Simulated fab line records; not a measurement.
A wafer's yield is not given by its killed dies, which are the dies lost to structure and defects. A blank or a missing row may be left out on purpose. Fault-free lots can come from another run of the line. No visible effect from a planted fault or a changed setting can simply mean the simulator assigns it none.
A sampling plan put to the test | flow nandHarc | one line in one fab, 32 faults in these records, each fault weighed on the records of the lots it struck
The plan consists of the line's own looks: route steps at which the wafer is read by a gauge or an inspection but not changed. A look can be judged if struck wafers have a number there and the file gives its usual mean and standard deviation on fault-free wafers. Caught: a look later than the fault's first step finds the struck wafers' mean 4 or more of those standard deviations (sigma) from the usual mean. On the tool: the same test on the tool's own readings at the fault's steps. Another recipe on the struck wafers, or a record that is blank for them alone, also counts as caught.

## THE FAULTS, as the simulator had put them in
1. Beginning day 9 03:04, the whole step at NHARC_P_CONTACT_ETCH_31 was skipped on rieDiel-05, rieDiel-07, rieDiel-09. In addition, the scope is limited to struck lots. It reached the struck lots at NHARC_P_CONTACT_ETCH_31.
2. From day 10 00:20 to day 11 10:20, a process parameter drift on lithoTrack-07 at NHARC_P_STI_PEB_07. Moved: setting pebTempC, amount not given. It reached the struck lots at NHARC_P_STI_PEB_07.
3. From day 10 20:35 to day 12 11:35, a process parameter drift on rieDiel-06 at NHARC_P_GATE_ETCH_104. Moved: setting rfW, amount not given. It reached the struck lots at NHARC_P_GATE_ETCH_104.
4. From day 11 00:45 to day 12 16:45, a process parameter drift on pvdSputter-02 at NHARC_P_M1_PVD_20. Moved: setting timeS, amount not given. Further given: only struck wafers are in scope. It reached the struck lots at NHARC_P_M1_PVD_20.
5. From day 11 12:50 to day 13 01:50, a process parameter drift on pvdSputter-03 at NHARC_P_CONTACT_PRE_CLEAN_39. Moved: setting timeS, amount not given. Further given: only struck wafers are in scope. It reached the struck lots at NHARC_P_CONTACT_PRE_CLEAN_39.
6. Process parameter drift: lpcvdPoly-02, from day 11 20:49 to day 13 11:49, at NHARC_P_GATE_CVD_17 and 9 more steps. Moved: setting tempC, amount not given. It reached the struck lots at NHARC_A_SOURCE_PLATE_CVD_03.
7. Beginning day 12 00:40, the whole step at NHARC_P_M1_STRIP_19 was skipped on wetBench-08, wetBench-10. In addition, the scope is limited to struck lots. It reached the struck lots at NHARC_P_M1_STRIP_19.
8. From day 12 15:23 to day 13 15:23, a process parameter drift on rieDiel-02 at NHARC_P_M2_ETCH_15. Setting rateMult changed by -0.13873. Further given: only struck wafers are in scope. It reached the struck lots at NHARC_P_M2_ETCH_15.
9. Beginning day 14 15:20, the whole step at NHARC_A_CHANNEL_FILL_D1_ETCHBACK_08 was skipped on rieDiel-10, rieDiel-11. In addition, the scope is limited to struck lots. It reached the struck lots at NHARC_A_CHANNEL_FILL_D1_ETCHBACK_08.
10. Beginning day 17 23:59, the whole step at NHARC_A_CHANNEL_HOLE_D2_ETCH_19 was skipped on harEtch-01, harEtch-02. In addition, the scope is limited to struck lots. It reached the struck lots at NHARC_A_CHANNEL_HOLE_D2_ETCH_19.
11. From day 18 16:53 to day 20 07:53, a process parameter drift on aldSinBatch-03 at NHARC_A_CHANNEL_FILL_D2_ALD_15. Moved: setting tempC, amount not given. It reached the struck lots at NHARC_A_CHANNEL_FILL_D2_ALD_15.
12. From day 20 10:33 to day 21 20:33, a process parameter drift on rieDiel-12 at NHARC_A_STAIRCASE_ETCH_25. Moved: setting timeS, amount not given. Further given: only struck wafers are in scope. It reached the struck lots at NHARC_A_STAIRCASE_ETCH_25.
13. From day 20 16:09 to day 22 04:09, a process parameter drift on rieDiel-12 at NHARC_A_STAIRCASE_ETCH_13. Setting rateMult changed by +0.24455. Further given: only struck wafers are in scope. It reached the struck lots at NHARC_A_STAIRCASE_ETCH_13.
14. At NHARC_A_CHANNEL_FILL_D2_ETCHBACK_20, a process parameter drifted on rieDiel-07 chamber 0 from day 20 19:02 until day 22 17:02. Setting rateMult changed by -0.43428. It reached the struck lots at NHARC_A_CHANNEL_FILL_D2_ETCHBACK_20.
15. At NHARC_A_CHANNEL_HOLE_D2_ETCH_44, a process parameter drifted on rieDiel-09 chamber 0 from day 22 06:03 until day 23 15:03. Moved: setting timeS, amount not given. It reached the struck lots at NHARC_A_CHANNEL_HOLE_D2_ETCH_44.
16. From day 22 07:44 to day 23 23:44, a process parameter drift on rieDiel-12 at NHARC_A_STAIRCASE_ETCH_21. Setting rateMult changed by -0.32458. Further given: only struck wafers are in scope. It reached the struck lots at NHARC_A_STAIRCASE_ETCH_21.
17. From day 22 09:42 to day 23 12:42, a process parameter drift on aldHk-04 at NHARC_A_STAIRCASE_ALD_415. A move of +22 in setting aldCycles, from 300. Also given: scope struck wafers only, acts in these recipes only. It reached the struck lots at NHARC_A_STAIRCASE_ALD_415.
18. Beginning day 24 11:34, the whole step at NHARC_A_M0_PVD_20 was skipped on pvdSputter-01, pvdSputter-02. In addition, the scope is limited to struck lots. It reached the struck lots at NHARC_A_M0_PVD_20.
19. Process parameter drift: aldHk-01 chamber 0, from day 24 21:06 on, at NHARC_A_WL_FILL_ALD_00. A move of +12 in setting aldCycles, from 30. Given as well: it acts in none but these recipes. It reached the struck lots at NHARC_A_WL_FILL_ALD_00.
20. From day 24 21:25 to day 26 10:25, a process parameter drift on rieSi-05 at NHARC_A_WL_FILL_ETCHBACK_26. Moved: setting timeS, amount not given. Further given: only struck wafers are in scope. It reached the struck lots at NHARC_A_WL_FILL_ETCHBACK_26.
21. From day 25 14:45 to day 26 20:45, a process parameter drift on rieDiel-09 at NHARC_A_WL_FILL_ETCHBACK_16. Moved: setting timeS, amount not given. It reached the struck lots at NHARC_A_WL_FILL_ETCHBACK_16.
22. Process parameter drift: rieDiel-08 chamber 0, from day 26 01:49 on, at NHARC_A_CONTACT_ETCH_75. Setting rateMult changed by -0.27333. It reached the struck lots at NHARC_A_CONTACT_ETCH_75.
23. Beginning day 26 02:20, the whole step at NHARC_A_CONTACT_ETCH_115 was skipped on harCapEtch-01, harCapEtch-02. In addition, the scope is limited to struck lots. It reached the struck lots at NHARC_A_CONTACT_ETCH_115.
24. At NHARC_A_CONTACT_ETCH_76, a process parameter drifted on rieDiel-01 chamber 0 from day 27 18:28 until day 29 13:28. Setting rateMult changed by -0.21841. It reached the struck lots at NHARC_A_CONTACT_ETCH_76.
25. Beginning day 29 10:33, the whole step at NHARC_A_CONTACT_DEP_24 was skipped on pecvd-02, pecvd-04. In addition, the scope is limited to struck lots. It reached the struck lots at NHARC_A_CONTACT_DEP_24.
26. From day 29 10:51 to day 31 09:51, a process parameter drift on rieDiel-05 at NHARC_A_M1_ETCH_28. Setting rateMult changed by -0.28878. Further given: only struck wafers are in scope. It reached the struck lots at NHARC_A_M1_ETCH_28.
27. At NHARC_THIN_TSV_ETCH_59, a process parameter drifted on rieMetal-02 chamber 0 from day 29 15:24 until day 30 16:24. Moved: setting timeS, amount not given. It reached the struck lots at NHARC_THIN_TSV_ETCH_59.
28. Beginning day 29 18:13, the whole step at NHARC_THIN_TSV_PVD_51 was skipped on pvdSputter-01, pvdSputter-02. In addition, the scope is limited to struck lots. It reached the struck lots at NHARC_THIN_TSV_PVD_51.
29. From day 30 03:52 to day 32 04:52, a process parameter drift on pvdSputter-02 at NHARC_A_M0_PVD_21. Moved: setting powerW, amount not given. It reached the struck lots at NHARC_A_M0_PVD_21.
30. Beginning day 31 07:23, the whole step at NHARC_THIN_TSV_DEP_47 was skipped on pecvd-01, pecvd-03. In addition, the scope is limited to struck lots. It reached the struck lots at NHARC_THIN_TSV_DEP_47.
31. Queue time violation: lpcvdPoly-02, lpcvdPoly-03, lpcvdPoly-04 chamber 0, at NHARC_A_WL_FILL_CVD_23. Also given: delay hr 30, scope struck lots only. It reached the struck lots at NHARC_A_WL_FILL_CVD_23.
32. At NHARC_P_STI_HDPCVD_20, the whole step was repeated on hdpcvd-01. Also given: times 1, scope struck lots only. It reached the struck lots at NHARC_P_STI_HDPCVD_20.

## WHAT THE PLAN SAW
fault | on the tool itself                               | first look that catches it                      | reading, sigma | median hours from its first step to that look | hours from the fault's start to the first struck lot there | judged looks passed uncaught
1     | the tool's record is blank for the struck wafers | no look after it can be judged                  | -              | -                                             | -                                                          | 0
2     | plateTempC +25 sigma                             | NHARC_P_STI_CD_MEAS_09                          | cdNm +12       | 0.1                                           | 10                                                         | 0
3     | rfFwdPowerW -73 sigma                            | not the one look that can be judged after it    | -              | -                                             | -                                                          | 1
4     | under 2 sigma                                    | not the one look that can be judged after it    | -              | -                                             | -                                                          | 1
5     | no reading that can be judged                    | no look after it can be judged                  | -              | -                                             | -                                                          | 0
6     | tubeCenterTempC +99 or beyond sigma              | NHARC_A_SOURCE_PLATE_THK_MEAS_06                | thkNm +34      | 11.6                                          | 25                                                         | 0
7     | the tool's record is blank for the struck wafers | not the one look that can be judged after it    | -              | -                                             | -                                                          | 1
8     | oesProductAu -4.4 sigma                          | no look after it can be judged                  | -              | -                                             | -                                                          | 0
9     | the tool's record is blank for the struck wafers | not the one look that can be judged after it    | -              | -                                             | -                                                          | 1
10    | the tool's record is blank for the struck wafers | no look after it can be judged                  | -              | -                                             | -                                                          | 0
11    | susceptorTempC -94 sigma                         | no look after it can be judged                  | -              | -                                             | -                                                          | 0
12    | runLengthS +18 sigma                             | no look after it can be judged                  | -              | -                                             | -                                                          | 0
13    | oesProductAu +10 sigma                           | no look after it can be judged                  | -              | -                                             | -                                                          | 0
14    | oesProductAu -12 sigma                           | no look after it can be judged                  | -              | -                                             | -                                                          | 0
15    | runLengthS -17 sigma                             | no look after it can be judged                  | -              | -                                             | -                                                          | 0
16    | oesProductAu -11 sigma                           | no look after it can be judged                  | -              | -                                             | -                                                          | 0
17    | under 2 sigma                                    | no look after it can be judged                  | -              | -                                             | -                                                          | 0
18    | the tool's record is blank for the struck wafers | no look after it can be judged                  | -              | -                                             | -                                                          | 0
19    | under 2 sigma                                    | no look after it can be judged                  | -              | -                                             | -                                                          | 0
20    | runLengthS -6.9 sigma                            | no look after it can be judged                  | -              | -                                             | -                                                          | 0
21    | runLengthS -37 sigma                             | no look after it can be judged                  | -              | -                                             | -                                                          | 0
22    | oesProductAu -23 sigma                           | no look after it can be judged                  | -              | -                                             | -                                                          | 0
23    | the tool's record is blank for the struck wafers | no look after it can be judged                  | -              | -                                             | -                                                          | 0
24    | oesProductAu -16 sigma                           | no look after it can be judged                  | -              | -                                             | -                                                          | 0
25    | the tool's record is blank for the struck wafers | no look after it can be judged                  | -              | -                                             | -                                                          | 0
26    | oesProductAu -24 sigma                           | no look after it can be judged                  | -              | -                                             | -                                                          | 0
27    | runLengthS -99 or beyond sigma                   | not the one look that can be judged after it    | -              | -                                             | -                                                          | 1
28    | the tool's record is blank for the struck wafers | no look after it can be judged                  | -              | -                                             | -                                                          | 0
29    | cathodeDcPowerW -99 or beyond sigma              | not the one look that can be judged after it    | -              | -                                             | -                                                          | 1
30    | the tool's record is blank for the struck wafers | no look after it can be judged                  | -              | -                                             | -                                                          | 0
31    | under 2 sigma                                    | none of the 2 looks that can be judged after it | -              | -                                             | -                                                          | 2
32    | no reading that can be judged                    | none of the 2 looks that can be judged after it | -              | -                                             | -                                                          | 2
A dash: the fault isn't caught, or these records don't give the number.

Caught at a look: 2 of 32. Caught on the tool: 26 of 32. By one or the other: 26 of 32.
On the tool alone, faults 1, 3, 7, 8, 9, 10, 11, 12, 13, 14, 15, 16, 18, 20, 21, 22, 23, 24, 25, 26, 27, 28, 29, 30 were caught.
Caught by neither: faults 4, 5, 17, 19, 31, 32.

## THINNER SAMPLING
In the worst case, this is how late the first struck lot would be measured if the look that catches a fault measured only every second or every third lot, by lot number:
fault | struck lots at that look, in order of time | every lot | every second lot | every third lot
2     | L525, L526                                 | 10 h      | 18 h             | may miss all 2
6     | L410, L411, L412                           | 25 h      | 33 h             | 47 h
Hours: fault start to first struck lot measured. The test against the limit of 4 sigma pooled every struck wafer, which means one lot taken alone may stay below that limit. Other struck lots may not be in these records.

## THE LONGEST TIMED WAY FROM STEP TO LOOK
Fault 6: a median of 11.6 hours passes between NHARC_A_SOURCE_PLATE_CVD_03 and NHARC_A_SOURCE_PLATE_THK_MEAS_06. No look between them can be judged.
